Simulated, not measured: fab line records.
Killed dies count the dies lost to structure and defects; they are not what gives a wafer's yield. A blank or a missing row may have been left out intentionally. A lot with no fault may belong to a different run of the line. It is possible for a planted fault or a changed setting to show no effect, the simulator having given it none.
A struck lot beside a sound one || flow n5-finfet || 38 steps out of a route of 1938
Sound: wafers L496.2, L496.4, L496.5. Wafers struck: L511.1, L511.2, L511.6. The cause is given at the end.
Each step with rows lists, per side, the tool, then ch with its chambers, then its first start. Under that, the readings that differ: sound wafers || struck wafers || difference of the means || sigmas: that difference in standard deviations of wafers without a fault.
alike: a reading whose means differ by less than 2 such deviations, as well as words and numbers matching on both sides. not compared: withheld readings; readings where some wafer has no value; bounds like >300 that might hide an equal value; numbers whose values overlap and for which the record gives no deviation.
Wherever a step has rows on one side only, a row that says differs or no value, or a row with sigmas, the two part there. Numbers that have no deviation but don't overlap get no sigmas and don't part them. A reading missing from all wafers of one side parts the sides only when that side holds two or more wafers.

first, 8 steps without rows for these wafers: N5_MOL_CONTACT_COAG_PRECLEAN_138 (cleans in alkaline clean, time 60 s); N5_MOL_CONTACT_COAG_SRD_139 (time 30 s); N5_MOL_CONTACT_COAG_PRE_CLEAN_121; N5_MOL_CONTACT_COAG_CVD_140 (deposits W, target thk 66.5 nm, time 215 s); N5_MOL_CONTACT_COAG_PRECLEAN_127 (cleans in DIW, time 57.5 s); N5_MOL_CONTACT_COAG_SRD_128 (dry time 32 s); N5_MOL_CONTACT_COAG_CMP_52 (polishes, stops on SiO2, t overpolish 1.5 s, target thk 66.5 nm); N5_MOL_CONTACT_COAG_ANNEAL_112 (time 1800 s).
N5_BEOL_M0_SAQP_PECVD_00: deposits SiCN from 3MS/NH3, target thk 8 nm, time 14 s.
  sound on pecvd-01 ch 0,2, day 5 17:10; struck on pecvd-01 ch 0,1,2, day 9 09:07
{"reading": "model.SiCN_of_BEOL_M0_SAQP_PECVD_00.thk-nm (nm)", "sound": "8.2 8.2 8.2", "struck": "4.4 4.4 4.4", "difference": -3.8, "sigmas": ""}
  alike: showerhead-plenum-p-Torr, throttle-valve-pct
  not compared: since-wet-clean-h
then, 25 steps without rows for these wafers: N5_BEOL_M0_SAQP_ILD_DEP_01 (deposits SiOC from DEMS/O2, target thk 45.419 nm, time 8.7 s); N5_BEOL_M0_SAQP_HM_DEP_02 (deposits TiN, target thk 12 nm); N5_BEOL_M0_SAQP_PECVD_03 (deposits SiCN from 3MS/NH3, target thk 12 nm, time 21.1 s); N5_BEOL_M0_SAQP_PECVD_96 (deposits a-Si from SiH4/He, target thk 45 nm, time 45.2 s); N5_BEOL_M0_SAQP_PECVD_97 (deposits SiNx from SiH4/NH3/N2, target thk 23 nm, time 19.9 s); N5_BEOL_M0_SAQP_PECVD_04 (deposits a-Si from SiH4/He, target thk 60 nm, time 60.2 s); N5_BEOL_M0_SAQP_HM_DEP_111 (deposits SiO2 from SiH4/N2O, target thk 12 nm, time 7.2 s); N5_BEOL_M0_SAQP_COAT_81 (time 60 s, resist thk 100 nm); N5_BEOL_M0_SAQP_COAT_82 (time 60 s, resist thk 30 nm); N5_BEOL_M0_SAQP_COAT_08 (resist thk 90 nm); N5_BEOL_M0_SAQP_EBR_10; N5_BEOL_M0_SAQP_SOFTBAKE_09 (time 60 s); N5_BEOL_M0_SAQP_EXPOSE_11 (exposes mask M0 CORE, target cd 42 nm); N5_BEOL_M0_SAQP_PEB_12 (peb time 60 s); N5_BEOL_M0_SAQP_DEVELOP_13 (develop time 30 s); N5_BEOL_M0_SAQP_DESCUM_19 (chemistry O2, time 7.9 s); N5_BEOL_M0_SAQP_ETCH_83 (etches SiARC in CF4, target depth 39 nm, time 65 s); N5_BEOL_M0_SAQP_ETCH_84 (etches SOC in N2/H2, target depth 100 nm, overetch 20 nm, time 150 s); N5_BEOL_M0_SAQP_STRIP_80 (strips in N2/H2); N5_BEOL_M0_SAQP_HM_OPEN_112 (chemistry CHF3/O2, target SiO2, stops on a-Si, target depth 12 nm, time 13.5 s); N5_BEOL_M0_SAQP_STRIP_113 (strips in CHF3/O2); N5_BEOL_M0_SAQP_MANDREL_ETCH_20 (etches a-Si in HBr/Cl2, stops on SiNx, target depth 60 nm, bt time 10 s, time 30 s); N5_BEOL_M0_SAQP_STRIP_86 (strips in N2/H2); N5_BEOL_M0_SAQP_STRIP_115 (strips in post etch residue remover, time 60 s); N5_BEOL_M0_SAQP_SRD_93 (time 30 s).
N5_BEOL_M0_ETCH_109: etches SiCN in CH3F/O2, target depth 8 nm, overetch 2.4 nm, time 27.4 s.
  sound on rie-diel-06 ch 0,1,3, day 6 03:05; struck on rie-diel-05 ch 0,2,3, day 9 18:19
{"reading": "model.etch.depth-nm (nm)", "sound": "8.153 8.245 8.283", "struck": "4.336 4.448 4.368", "difference": -3.843, "sigmas": ""}
  alike: drypump-motor-current-A, oes-product-au, rf-vpp-V, showerhead-plenum-p-Torr, throttle-valve-pct
  not compared: rf-hours-counter-h
N5_BEOL_M0_RS_MEAS_126: the measuring method here is four-point-probe.
  sound: film-metro-02 at day 6 06:06; struck: film-metro-01 at day 9 21:38
{"reading": "M0_RS (ohm/sq)", "sound": "0.518 0.509 0.508", "struck": "0.614 0.610 0.588", "difference": "+0.092", "sigmas": "+5"}
-- here the record skips 2 days between the struck wafers' starts before and after, leaving off in module BEOL_M0 and picking up in module BEOL_M4 (first step shown: number 1111 of the route) --
N5_BEOL_M4_RC_MEAS_101:
  sound on prober-02 ch 0, day 8 05:06; struck on prober-01 ch 0, day 12 05:11
  alike: DIBL_N, DIBL_P, IOFF_N, IOFF_P, ION_N, ION_P, SS_N, SS_P, VT_N, VT_P
after that, 1 step had no rows for these wafers: N5_PASSIVATION_PROBE_49.

WHERE THEY PART
Within this record, at N5_BEOL_M0_RS_MEAS_126 only. Later steps at which nothing parts them and some readings are alike: N5_BEOL_M4_RC_MEAS_101.

WHY: what had been put in by the simulator
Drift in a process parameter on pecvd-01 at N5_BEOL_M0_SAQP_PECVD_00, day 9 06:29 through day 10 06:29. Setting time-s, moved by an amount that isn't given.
